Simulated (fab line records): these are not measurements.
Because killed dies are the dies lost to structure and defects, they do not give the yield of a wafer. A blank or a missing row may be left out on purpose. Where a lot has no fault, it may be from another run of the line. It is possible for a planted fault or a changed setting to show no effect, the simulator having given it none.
Chamber matching -- flow nandHarc -- NHARC_P_CONTACT_CMP_24 on cmp-01: 4 sister chambers
The step polishes, t overpolish 30 s, target thk 200 nm. 8 wafers are shown with their chamber, then 11 later ones without.

== WAFERS WITH THEIR CHAMBER ==
wafer,chamber,motorCurrentA (A),timeToEndpointS (s)
L075.6,1,10.1,43.0
L085.2,3,12.3,35.9
L085.4,1,9.9,40.4
L088.4,0,11.4,39.0
L091.3,3,13.2,38.8
L091.4,0,11.3,41.5
L091.6,2,8.7,41.4
L092.4,2,8.6,41.3

== WAFERS MISSING THEIR CHAMBER ==
wafer,motorCurrentA (A),timeToEndpointS (s)
L092.5,9.1,41.0
L092.6,9.9,42.5
L095.2,11.1,40.2
L095.5,11.4,41.1
L095.6,12.7,39.5
L096.2,10.3,38.5
L096.3,11.5,40.3
L096.5,10.9,39.4
L097.1,10.8,40.4
L097.2,12.9,39.5
L097.5,9.8,40.8

== CHAMBER TAKEN BY EACH ==
wafer,from the rows above,in truth
L092.5,can't be placed: 2 or 1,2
L092.6,1,1
L095.2,0,0
L095.5,0,0
L095.6,3,3
L096.2,can't be placed: 1 or 0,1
L096.3,0,0
L096.5,can't be placed: 0 or 1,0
L097.1,can't be placed: 0 or 1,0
L097.2,3,3
L097.5,1,1
7 of 11 placed correctly. Cannot be placed on the basis of these rows: 4; the candidates contain the true chamber in 4. Placed wrongly: 0.
How it was worked out, from the rows above alone: a wafer's distance from a chamber is the root of the sum, over the readings, of the square of ((its reading less the chamber's mean) divided by the reading's scatter). If the next closest chamber is less than 2 further off than the closest, the wafer can't be placed; otherwise it belongs to the closest. The mean given for a chamber averages the wafers shown for that chamber. The scatter is the square root of a quotient: the sum, over the shown wafers, of each reading's squared deviation from its chamber's mean, divided by wafers minus chambers.
